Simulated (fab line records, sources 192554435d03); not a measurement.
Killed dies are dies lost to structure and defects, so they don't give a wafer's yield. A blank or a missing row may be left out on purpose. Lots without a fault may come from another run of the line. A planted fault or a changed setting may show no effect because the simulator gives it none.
Chamber matching | flow n5_finfet | N5_BEOL_M3_ALD_84 on ald_metal-01: 4 sister chambers
The step deposits TaN, pulse time 2 s, purge time 3 s, co reactant purge time 2 s. 14 wafers are shown with their chamber, then 7 later ones without.

WAFERS WITH THEIR CHAMBER
wafer  | chamber | heater_power_w (W)
L075.2 | 0       | 403
L075.4 | 3       | 412
L075.6 | 3       | 433
L078.1 | 0       | 421
L078.5 | 3       | 417
L078.6 | 2       | 510
L080.1 | 2       | 514
L080.3 | 1       | 416
L080.6 | 3       | 426
L088.2 | 3       | 423
L088.4 | 0       | 415
L088.5 | 0       | 408
L089.1 | 2       | 508
L089.5 | 3       | 409

SIGNATURES (means of the wafers above)
reading        | chamber 0 | chamber 1 | chamber 2 | chamber 3 | scatter within a chamber
heater_power_w | 411.75    | 416.00    | 510.67    | 420.00    | 7.83
Rule: a wafer's distance from a chamber is the root of the sum, over the readings, of the square of ((its reading less the chamber's mean) divided by the reading's scatter). The wafer belongs to the nearest chamber; if the next one is less than 2 further off, it can't be placed. The scatter: the root of (the sum of the squares of (reading less its chamber's mean) over the shown wafers, divided by (wafers less chambers)).

WAFERS WITHOUT THEIR CHAMBER
wafer  | heater_power_w (W)
L089.6 | 408
L091.1 | 506
L091.5 | 513
L091.6 | 414
L095.3 | 421
L095.5 | 412
L095.6 | 405

WHICH CHAMBER EACH WENT THROUGH
wafer  | from the rows above          | in truth
L089.6 | can't be placed: 0 or 1 or 3 | 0
L091.1 | 2                            | 2
L091.5 | 2                            | 2
L091.6 | can't be placed: 1 or 0 or 3 | 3
L095.3 | can't be placed: 3 or 1 or 0 | 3
L095.5 | can't be placed: 0 or 1 or 3 | 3
L095.6 | can't be placed: 0 or 1 or 3 | 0
Placed correctly: 2 of 7. Can't be placed from these rows: 5 (the true chamber is among the candidates in 5). Placed wrongly: 0.
